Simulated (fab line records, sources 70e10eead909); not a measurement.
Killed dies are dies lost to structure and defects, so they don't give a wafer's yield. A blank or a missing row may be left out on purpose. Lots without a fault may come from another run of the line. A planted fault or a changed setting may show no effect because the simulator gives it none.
fab line records | flow nand_harc | part 1 of 2: steps 1 to 23 of 29
record lots=5 wafers=15 last_day=23
route steps=1159 shown A_CONTACT@923
lots that met no fault: from a run of the same line without faults
start_h: hours from the record's first day to the start of the lot's first wafer shown | wait_h: hours since the lot's step before | " the same as in the row above | L1.1+2: a row that stands for several wafers | - no value, or no start given | * or withheld: withheld | < > ~ a bound
route shown NAME@n: a module of which the file shows steps, and the number in the route of the first | usual: mean/standard deviation of fault-free wafers | same: alike in all rows | chamber/n: place in a boat | sites: the reading at each site | _std_site: their standard deviation | _edge_site: outer sites' mean less inner sites' | radius_mm: how far each site lies from the wafer's centre | mask NAME#n: copy n | behind: the tool/chamber that last shaped the wafer | hold: why the lot was held/for how many hours/how that ended | device: the transistor (n, p or np) that didn't switch | end of line: the same wafers' tests at the end of the route | a step without rows: its recipe alone | killed: dies lost to structure and defects at the first sort, not the wafer's yield | map: a wafer's dies, x killed, . not, _ none there
set.NAME: the setting as run; set.NAME@STEP: as run at that earlier step | model.NAME: the simulator's own value behind a step, which no gauge read
lots at some steps of the route; a table a step, a row a wafer
services: from which hour (start_h, from the record's first day; less than 0 if before it) a tool's chamber was out of use, for how many hours, and why
## steps
# step NHARC_A_CONTACT_DEP_84
# recipe target_thk_a=20000 temp_c=400 material=aC
# usual throttle_valve_pct=35.001/0.0095
# columns lot.wafer tool chamber start_h wait_h throttle_valve_pct
L074.1 acl_dep-02 0 388.87 - 35.011
L074.3 " 0 " " 35.008
L074.5 " 0 " " 35.015
L081.2 acl_dep-01 0 422.79 - 35.006
L081.4 " 0 " " 34.994
L081.5 " 0 " " 34.994
L087.3 acl_dep-02 0 449.66 - 35.003
L087.4 " 0 " " 35.005
L087.5 " 0 " " 34.996
L085.3 acl_dep-03 0 459.23 - 35.011
L085.4 " 0 " " 34.992
L085.6 " 0 " " 34.999
L093.1 acl_dep-01 0 497.44 - 35.014
L093.4 " 0 " " 35.016
L093.5 " 0 " " 34.997
# step NHARC_A_CONTACT_DEP_85
# recipe target_thk_a=500 target_thk_nm=50 temp_c=400 pressure_torr=3.5 flow_sccm=200 rf_w=350 material=SiON
# usual heater_power_w=749/74 showerhead_vpp_V=1145/64
# columns lot.wafer tool chamber start_h wait_h heater_power_w showerhead_vpp_V
L074.1 pecvd-04 0 390.15 1.1 808 1316
L074.3 " 1 " " 723 1129
L074.5 " 1 " " 715 1153
L081.2 pecvd-04 0 423.87 0.9 797 1314
L081.5 " 2 " " 718 1160
L081.4 " 1 " " 610 1151
L087.3 pecvd-01 1 450.54 0.7 836 1163
L087.5 " 0 " " 832 1122
L087.4 " 2 " " 855 1158
L085.3 pecvd-02 2 460.13 0.7 606 1013
L085.6 " 1 " " 781 1159
L085.4 " 2 " " 605 1043
L093.1 pecvd-02 1 498.75 1.1 786 1180
L093.5 " 2 " " 602 1025
L093.4 " 1 " " 825 1164
# step NHARC_A_CONTACT_DEHYDRATE_00
# recipe temp_c=150 time_s=120
# columns lot.wafer tool chamber start_h wait_h
L074.1+3+5 litho_track-04 0 390.50 0.3
L081.2+4+5 litho_track-06 0 424.11 0.2
L087.3+4+5 litho_track-01 0 450.78 0.2
L085.3+4+6 litho_track-06 0 460.34 0.2
L093.1+4+5 litho_track-04 0 498.96 0.2
# step NHARC_A_CONTACT_HMDS_01
# recipe time_s=30
# columns lot.wafer tool chamber start_h wait_h
L074.1+3+5 litho_track-04 0 - -
L081.2+4+5 litho_track-06 0 - -
L087.3+4+5 litho_track-01 0 - -
L085.3+4+6 litho_track-06 0 - -
L093.1+4+5 litho_track-04 0 - -
# step NHARC_A_CONTACT_COAT_86
# recipe temp_c=260 time_s=75
# columns lot.wafer tool chamber start_h wait_h
L074.1+3+5 litho_track-04 0 - -
L081.2+4+5 litho_track-06 0 - -
L087.3+4+5 litho_track-01 0 - -
L085.3+4+6 litho_track-06 0 - -
L093.1+4+5 litho_track-04 0 - -
# step NHARC_A_CONTACT_COAT_87
# recipe temp_c=225 time_s=65
# columns lot.wafer tool chamber start_h wait_h
L074.1+3+5 litho_track-04 0 - -
L081.2+4+5 litho_track-06 0 - -
L087.3+4+5 litho_track-01 0 - -
L085.3+4+6 litho_track-06 0 - -
L093.1+4+5 litho_track-04 0 - -
# step NHARC_A_CONTACT_COAT_02
# recipe spin_rpm=1500 resist_thk_nm=90
# columns lot.wafer tool chamber start_h wait_h
L074.1+3+5 litho_track-04 0 - -
L081.2+4+5 litho_track-06 0 - -
L087.3+4+5 litho_track-01 0 - -
L085.3+4+6 litho_track-06 0 - -
L093.1+4+5 litho_track-04 0 - -
# step NHARC_A_CONTACT_SOFTBAKE_03
# recipe temp_c=105 time_s=55
# columns lot.wafer tool chamber start_h wait_h
L074.1+3+5 litho_track-04 0 - -
L081.2+4+5 litho_track-06 0 - -
L087.3+4+5 litho_track-01 0 - -
L085.3+4+6 litho_track-06 0 - -
L093.1+4+5 litho_track-04 0 - -
# step NHARC_A_CONTACT_EBR_04
# columns lot.wafer tool chamber start_h wait_h
L074.1+3+5 litho_track-04 0 - -
L081.2+4+5 litho_track-06 0 - -
L087.3+4+5 litho_track-01 0 - -
L085.3+4+6 litho_track-06 0 - -
L093.1+4+5 litho_track-04 0 - -
# step NHARC_A_CONTACT_EXPOSE_05
# recipe na=1.35 sigma_outer=0.8 dose_mj=84.24 mask_id=A_CC
# columns lot.wafer tool chamber start_h wait_h mask
L074.1+3+5 arfi_scanner-02 0 390.81 - A_CC#0
L081.2+4+5 arfi_scanner-01 0 424.42 - A_CC#0
L087.3+4+5 arfi_scanner-02 0 451.10 - A_CC#0
L085.3+4+6 arfi_scanner-02 0 460.53 - A_CC#0
L093.1+4+5 arfi_scanner-02 0 499.15 - A_CC#0
# step NHARC_A_CONTACT_PEB_06
# recipe peb_temp_c=100 peb_time_s=65
# columns lot.wafer tool chamber start_h wait_h
L074.1+3+5 litho_track-06 0 390.87 0.1
L081.2+4+5 litho_track-01 0 424.48 0.1
L087.3+4+5 litho_track-04 0 451.15 0.0
L085.3+4+6 litho_track-04 0 460.59 0.0
L093.1+4+5 litho_track-06 0 499.21 0.1
# step NHARC_A_CONTACT_DEVELOP_07
# recipe develop_time_s=35 dev_temp_c=23
# columns lot.wafer tool chamber start_h wait_h
L074.1+3+5 litho_track-06 0 - -
L081.2+4+5 litho_track-01 0 - -
L087.3+4+5 litho_track-04 0 - -
L085.3+4+6 litho_track-04 0 - -
L093.1+4+5 litho_track-06 0 - -
# step NHARC_A_CONTACT_CD_MEAS_08
# recipe target_cd_nm=100 landing_energy_ev=500
# usual cd_nm=100.1/0.55
# columns lot.wafer tool chamber start_h wait_h cd_nm
L074.1 cd_sem-02 0 390.95 - 100.0
L074.3 " 0 " " 99.6
L074.5 " 0 " " 99.9
L081.2 cd_sem-02 0 424.56 - 99.6
L081.4 " 0 " " 99.8
L081.5 " 0 " " 100.5
L087.3 cd_sem-01 0 451.23 - 100.4
L087.4 " 0 " " 99.9
L087.5 " 0 " " 99.7
L085.3 cd_sem-02 0 460.67 - 99.9
L085.4 " 0 " " 98.5
L085.6 " 0 " " 99.5
L093.1 cd_sem-03 0 499.29 - 99.9
L093.4 " 0 " " 100.0
L093.5 " 0 " " 100.1
# step NHARC_A_CONTACT_OVL_MEAS_09
# usual overlay_x_nm=0.0/0.97 overlay_y_nm=-0.1/0.91
# columns lot.wafer tool chamber start_h wait_h overlay_x_nm overlay_y_nm
L074.1 overlay-02 - 391.04 - 0.9 -0.2
L074.3 " - " " 0.7 -0.5
L074.5 " - " " -0.2 -0.3
L081.2 overlay-02 - 424.65 - 0.0 0.2
L081.4 " - " " -0.1 0.1
L081.5 " - " " 0.4 -0.5
L087.3 overlay-02 - 451.32 - -0.4 -0.6
L087.4 " - " " -0.5 -0.4
L087.5 " - " " -0.3 -0.3
L085.3 overlay-01 - 460.75 - 0.0 0.1
L085.4 " - " " 0.3 -0.1
L085.6 " - " " -0.4 -0.2
L093.1 overlay-01 - 499.38 - 0.1 0.0
L093.4 " - " " 0.1 -0.1
L093.5 " - " " -0.2 0.0
# step NHARC_A_CONTACT_INSPECT_10
# usual raw_defect_count=29/11
# columns lot.wafer tool chamber start_h wait_h raw_defect_count
L074.1 defect_inspect-02 - 391.08 0.0 23
L074.3 " - " " 19
L074.5 " - " " 27
L081.2 defect_inspect-02 - 424.68 0.0 33
L081.4 " - " " 28
L081.5 " - " " 36
L087.3 defect_inspect-01 - 451.35 0.0 27
L087.4 " - " " 22
L087.5 " - " " 25
L085.3 defect_inspect-01 - 460.79 0.0 12
L085.4 " - " " 13
L085.6 " - " " 10
L093.1 defect_inspect-01 - 499.42 0.0 34
L093.4 " - " " 42
L093.5 " - " " 43
# step NHARC_A_CONTACT_DESCUM_13
# recipe time_s=3 o2_flow_sccm=200 ar_flow_sccm=0 bias_power_w=0 chemistry=O2
# usual chamber_pressure_mTorr=60.00/0.058 drypump_motor_current_A=5.7/0.49 oes_product_au=0.997/0.007 rf_vpp_V=57.8/0.93 showerhead_plenum_p_Torr=1.91/0.049 throttle_valve_pct=11.311/0.0096
# same bias_power_w=0
# columns lot.wafer tool chamber start_h wait_h chamber_pressure_mTorr drypump_motor_current_A oes_product_au rf_hours_counter_h rf_vpp_V showerhead_plenum_p_Torr throttle_valve_pct
L074.3 rie_diel-13 0 391.15 0.1 60.06 5.6 1.002 16 58.9 1.92 11.319
L074.1 " 1 " " 60.06 6.1 1.004 18 55.7 1.89 11.297
L074.5 " 0 " " 60.01 5.6 0.998 - 59.6 1.92 11.322
L081.2 rie_diel-13 2 424.74 0.1 60.00 6.1 0.997 24 58.4 1.96 11.305
L081.5 " 2 " " 60.01 6.1 0.992 - 58.1 1.96 11.314
L081.4 " 1 " " 59.90 6.1 0.987 - 57.2 1.89 11.324
L087.3 rie_diel-13 3 451.46 0.1 60.04 5.0 0.994 27 57.3 1.87 11.305
L087.4 " 0 " " 60.03 5.5 0.996 - 58.5 1.91 11.328
L087.5 " 1 " " 60.07 6.1 1.007 - 58.0 1.89 11.312
L085.4 rie_diel-09 3 460.85 0.1 59.88 5.7 1.001 8 56.7 1.83 11.323
L085.3 " 0 " " 59.93 5.5 0.998 4 57.9 1.99 11.311
L085.6 " 0 " " 59.94 5.5 0.995 - 56.7 1.99 11.309
L093.1 rie_diel-09 0 499.48 0.1 59.95 5.5 0.990 18 58.1 1.99 11.316
L093.4 " 3 " " 60.03 5.7 0.998 21 57.2 1.83 11.306
L093.5 " 0 " " 59.95 5.5 0.974 - 58.2 1.99 11.294
# step NHARC_A_CONTACT_ETCH_88
# recipe target_depth_a=390 over_etch_frac=0.3 time_s=65 ion_energy_ev=80 cf4_flow_sccm=150 ar_flow_sccm=0 rf_w=300 bias_w=100 chemistry=CF4
# usual bias_w=99.9/0.32 chamber_pressure_mTorr=50.00/0.042 drypump_motor_current_A=5.8/0.44 oes_product_au=0.998/0.0076 rf_vpp_V=151.2/0.91 showerhead_plenum_p_Torr=1.76/0.043 throttle_valve_pct=13.284/0.011
# columns lot.wafer tool chamber start_h wait_h bias_w chamber_pressure_mTorr drypump_motor_current_A oes_product_au rf_hours_counter_h rf_vpp_V showerhead_plenum_p_Torr throttle_valve_pct
L074.3 rie_diel-13 1 391.23 0.1 99.9 50.02 6.1 1.000 18 152.6 1.75 13.277
L074.1 " 0 " " 100.2 50.02 5.5 1.000 16 151.9 1.77 13.263
L074.5 " 2 " " 100.1 49.93 6.2 1.003 - 152.0 1.81 13.292
L081.2 rie_diel-13 0 424.85 0.1 99.9 49.98 5.5 1.010 24 151.4 1.77 13.301
L081.4 " 0 " " 100.3 50.00 5.6 1.009 - 151.0 1.77 13.290
L081.5 " 1 " " 99.8 49.97 6.1 1.003 - 149.9 1.75 13.280
L087.3 rie_diel-13 3 451.56 0.1 99.7 50.02 5.1 0.991 27 151.2 1.73 13.272
L087.4 " 0 " " 100.0 49.99 5.5 0.998 - 151.6 1.77 13.287
L087.5 " 1 " " 100.0 50.01 6.1 0.993 - 152.2 1.75 13.292
L085.3 rie_diel-09 3 460.94 0.1 99.6 50.00 5.8 1.010 8 151.3 1.70 13.292
L085.4 " 0 " " 99.7 50.03 5.5 1.007 4 149.9 1.84 13.265
L085.6 " 2 " " 100.1 49.94 5.4 0.995 - 151.6 1.77 13.253
L093.4 rie_diel-09 3 499.57 0.1 99.8 50.03 5.7 0.993 21 149.5 1.69 13.297
L093.1 " 0 " " 99.6 50.01 5.5 0.989 18 153.5 1.83 13.296
L093.5 " 2 " " 99.7 50.03 5.4 0.999 - 150.8 1.77 13.270
# step NHARC_A_CONTACT_ETCH_89
# recipe target_depth_a=2600 over_etch_frac=0.3 time_s=475.3 ion_energy_ev=200 n2_flow_sccm=150 h2_flow_sccm=150 ar_flow_sccm=0 rf_w=400 bias_w=150 chemistry=N2/H2
# usual bias_w=150.0/0.44 chamber_pressure_mTorr=30.000/0.027 drypump_motor_current_A=5.7/0.48 oes_product_au=0.999/0.008 rf_vpp_V=430.3/1.7 showerhead_plenum_p_Torr=2.03/0.052 throttle_valve_pct=14.171/0.0098
# columns lot.wafer tool chamber start_h wait_h bias_w chamber_pressure_mTorr drypump_motor_current_A oes_product_au rf_hours_counter_h rf_vpp_V showerhead_plenum_p_Torr throttle_valve_pct
L074.1 rie_diel-13 3 - - 149.8 29.987 5.1 0.987 17 429.7 1.99 14.162
L074.3 " 0 " " 149.5 30.025 5.6 1.011 16 430.5 2.05 14.170
L074.5 " 1 " " 150.3 30.048 6.1 1.004 - 428.5 2.02 14.169
L081.2 rie_diel-13 0 - - 149.9 29.991 5.5 1.003 24 431.8 2.04 14.175
L081.5 " 0 " " 149.4 30.002 5.6 1.004 - 430.8 2.04 14.178
L081.4 " 1 " " 150.8 29.995 6.1 0.993 - 429.7 2.02 14.183
L087.3 rie_diel-13 0 - - 150.0 29.980 5.6 1.006 30 430.3 2.04 14.165
L087.5 " 0 " " 150.2 29.992 5.6 1.007 - 431.7 2.04 14.148
L087.4 " 3 " " 150.3 29.992 5.1 0.987 - 428.7 1.99 14.180
L085.3 rie_diel-09 0 - - 150.1 29.963 5.5 0.996 4 433.2 2.13 14.187
L085.4 " 2 " " 149.5 30.042 5.4 0.982 8 431.2 2.04 14.160
L085.6 " 3 " " 149.7 30.031 5.7 1.003 - 428.7 1.95 14.171
L093.1 rie_diel-09 0 - - 150.1 30.056 5.5 0.985 18 431.7 2.12 14.186
L093.4 " 2 " " 149.9 29.979 5.4 0.994 17 431.4 2.04 14.177
L093.5 " 0 " " 149.5 29.959 5.5 0.985 - 431.7 2.12 14.164
# step NHARC_A_CONTACT_ETCH_30
# recipe target_depth_a=605 time_s=30.2 cf4_flow_sccm=100 chf3_flow_sccm=30 ar_flow_sccm=0 rf_w=500 bias_w=200 chemistry=CF4/CHF3
# usual bias_w=199.9/0.59 chamber_pressure_mTorr=25.001/0.023 drypump_motor_current_A=5.8/0.47 oes_product_au=0.930/0.018 rf_vpp_V=370.5/1.5 showerhead_plenum_p_Torr=1.57/0.038 throttle_valve_pct=16.802/0.0089
# columns lot.wafer tool chamber start_h wait_h bias_w chamber_pressure_mTorr drypump_motor_current_A oes_product_au rf_hours_counter_h rf_vpp_V showerhead_plenum_p_Torr throttle_valve_pct
L074.1 rie_diel-13 2 - - 199.7 24.961 6.2 0.928 18 371.0 1.61 16.798
L074.3 " 1 " " 200.3 25.003 6.1 0.929 18 369.6 1.56 16.800
L074.5 " 2 " " 199.9 25.001 6.2 0.916 - 372.2 1.61 16.778
L081.2 rie_diel-13 2 - - 199.7 25.043 6.2 0.921 25 372.3 1.61 16.792
L081.5 " 1 " " 200.1 25.005 6.1 0.922 - 369.3 1.56 16.799
L081.4 " 0 " " 199.3 25.063 5.6 0.927 - 371.6 1.58 16.800
L087.3 rie_diel-13 0 - - 199.2 25.008 5.5 0.946 30 370.9 1.57 16.793
L087.4 " 3 " " 200.7 25.003 5.1 0.927 - 370.0 1.54 16.811
L087.5 " 0 " " 199.7 25.034 5.6 0.932 - 369.6 1.57 16.796
L085.3 rie_diel-09 3 - - 199.4 24.993 5.7 0.927 8 368.3 1.51 16.797
L085.4 " 1 " " 200.3 24.989 6.7 0.919 9 373.1 1.63 16.823
L085.6 " 3 " " 199.3 24.976 5.7 0.926 - 369.0 1.51 16.801
L093.4 rie_diel-09 2 - - 200.2 24.989 5.4 0.925 17 371.9 1.57 16.803
L093.1 " 3 " " 198.9 25.004 5.8 0.934 21 367.1 1.50 16.794
L093.5 " 1 " " 200.2 24.972 6.7 0.919 - 371.0 1.63 16.785
# step NHARC_A_CONTACT_ETCH_31
# recipe target_depth_a=20000 over_etch_frac=0.3 time_s=520 ion_energy_ev=150 o2_flow_sccm=400 cos_flow_sccm=20 ar_flow_sccm=0 rf_w=500 bias_w=300 chemistry=O2/COS
# usual bias_w=300.1/0.9 chamber_pressure_mTorr=20.001/0.018 drypump_motor_current_A=5.7/0.47 oes_product_au=0.997/0.0085 rf_vpp_V=314.0/1.3 showerhead_plenum_p_Torr=3.11/0.078 throttle_valve_pct=28.331/0.0092
# columns lot.wafer tool chamber start_h wait_h bias_w chamber_pressure_mTorr drypump_motor_current_A oes_product_au rf_hours_counter_h rf_vpp_V showerhead_plenum_p_Torr throttle_valve_pct
L074.1 rie_diel-13 0 - - 300.2 20.039 5.6 1.007 16 314.2 3.13 28.322
L074.3 " 2 " " 300.4 19.986 6.2 1.005 18 315.9 3.20 28.317
L074.5 " 1 " " 298.8 20.002 6.1 1.012 - 313.7 3.09 28.335
L081.2 rie_diel-13 0 - - 299.8 20.006 5.6 1.015 24 314.7 3.13 28.322
L081.5 " 2 " " 301.6 20.029 6.2 0.997 - 314.3 3.20 28.331
L081.4 " 0 " " 299.7 19.976 5.6 1.005 - 314.9 3.13 28.322
L087.3 rie_diel-13 0 - - 300.1 20.010 5.6 1.013 30 314.6 3.12 28.333
L087.5 " 3 " " 300.8 20.005 5.1 0.984 - 313.0 3.05 28.322
L087.4 " 0 " " 300.0 20.045 5.6 1.002 - 314.2 3.12 28.322
L085.3 rie_diel-09 0 - - 301.3 19.991 5.5 1.010 4 316.4 3.24 28.324
L085.4 " 3 " " 300.0 20.019 5.7 0.995 8 311.1 2.99 28.340
L085.6 " 1 " " 300.3 19.977 6.7 0.995 - 315.9 3.24 28.336
L093.1 rie_diel-09 3 - - 301.4 20.018 5.7 1.001 21 312.9 2.99 28.345
L093.4 " 1 " " 298.7 19.994 6.8 0.998 22 317.2 3.23 28.318
L093.5 " 0 " " 301.1 20.002 5.5 0.989 - 315.8 3.24 28.332
# step NHARC_A_CONTACT_ETCH_134
# recipe source_w=withheld pressure_mtorr=20 bias_v=withheld time_s=140 target_depth_a=7000 ar_flow_sccm=withheld c4f8_flow_sccm=withheld o2_flow_sccm=withheld chemistry=C4F8/O2/Ar
# usual chamber_pressure_mTorr=19.999/0.021
# columns lot.wafer tool chamber start_h wait_h chamber_pressure_mTorr rf_hours_counter_h
L074.1 har_cap_etch-03 0 392.19 - 19.985 89
L074.3 " 1 " " 20.020 -
L074.5 " 0 " " 20.000 -
L081.2 har_cap_etch-02 1 425.96 - 19.978 18
L081.4 " 0 " " 19.977 -
L081.5 " 1 " " 19.971 -
L087.4 har_cap_etch-03 0 452.70 - 20.016 -
L087.3 " 1 " " 20.015 -
L087.5 " 1 " " 19.992 -
L085.4 har_cap_etch-01 1 461.90 - 20.014 -
L085.3 " 0 " " 19.986 -
L085.6 " 1 " " 20.012 -
L093.1 har_cap_etch-02 1 500.64 - 19.992 33
L093.4 " 1 " " 19.989 -
L093.5 " 0 " " 20.023 -
# step NHARC_A_CONTACT_ETCH_135
# recipe source_w=withheld pressure_mtorr=20 bias_v=3000 time_s=132 target_depth_a=12870 ar_flow_sccm=withheld c4f8_flow_sccm=withheld o2_flow_sccm=withheld chemistry=C4F8/O2/Ar
# usual chamber_pressure_mTorr=19.999/0.017
# columns lot.wafer tool chamber start_h wait_h chamber_pressure_mTorr rf_hours_counter_h
L074.1 har_cap_etch-03 0 392.39 0.2 20.003 89
L074.3 " 1 " " 19.995 -
L074.5 " 0 " " 20.018 -
L081.2 har_cap_etch-02 1 426.15 0.2 19.990 18
L081.4 " 0 " " 19.995 -
L081.5 " 1 " " 20.012 -
L087.4 har_cap_etch-03 0 452.88 0.1 20.008 -
L087.3 " 1 " " 19.990 -
L087.5 " 1 " " 20.011 -
L085.4 har_cap_etch-01 1 462.08 0.1 20.001 -
L085.3 " 0 " " 19.982 -
L085.6 " 1 " " 19.972 -
L093.1 har_cap_etch-02 1 500.83 0.2 19.998 33
L093.4 " 1 " " 20.031 -
L093.5 " 0 " " 19.975 -
# step NHARC_A_CONTACT_ETCH_136
# recipe source_w=withheld pressure_mtorr=20 bias_v=3000 time_s=132 target_depth_a=12870 ar_flow_sccm=withheld c4f8_flow_sccm=withheld o2_flow_sccm=withheld chemistry=C4F8/O2/Ar
# usual chamber_pressure_mTorr=20.001/0.023
# columns lot.wafer tool chamber start_h wait_h chamber_pressure_mTorr rf_hours_counter_h
L074.1 har_cap_etch-03 0 392.51 0.1 20.008 89
L074.3 " 1 " " 20.019 -
L074.5 " 0 " " 19.973 -
L081.2 har_cap_etch-02 1 426.27 0.1 19.989 18
L081.4 " 0 " " 20.003 -
L081.5 " 1 " " 20.023 -
L087.4 har_cap_etch-03 0 453.00 0.1 20.010 -
L087.3 " 1 " " 20.002 -
L087.5 " 1 " " 19.991 -
L085.4 har_cap_etch-01 1 462.20 0.1 19.967 -
L085.3 " 0 " " 20.019 -
L085.6 " 1 " " 19.996 -
L093.1 har_cap_etch-02 1 500.96 0.1 20.005 33
L093.4 " 1 " " 20.001 -
L093.5 " 0 " " 20.029 -
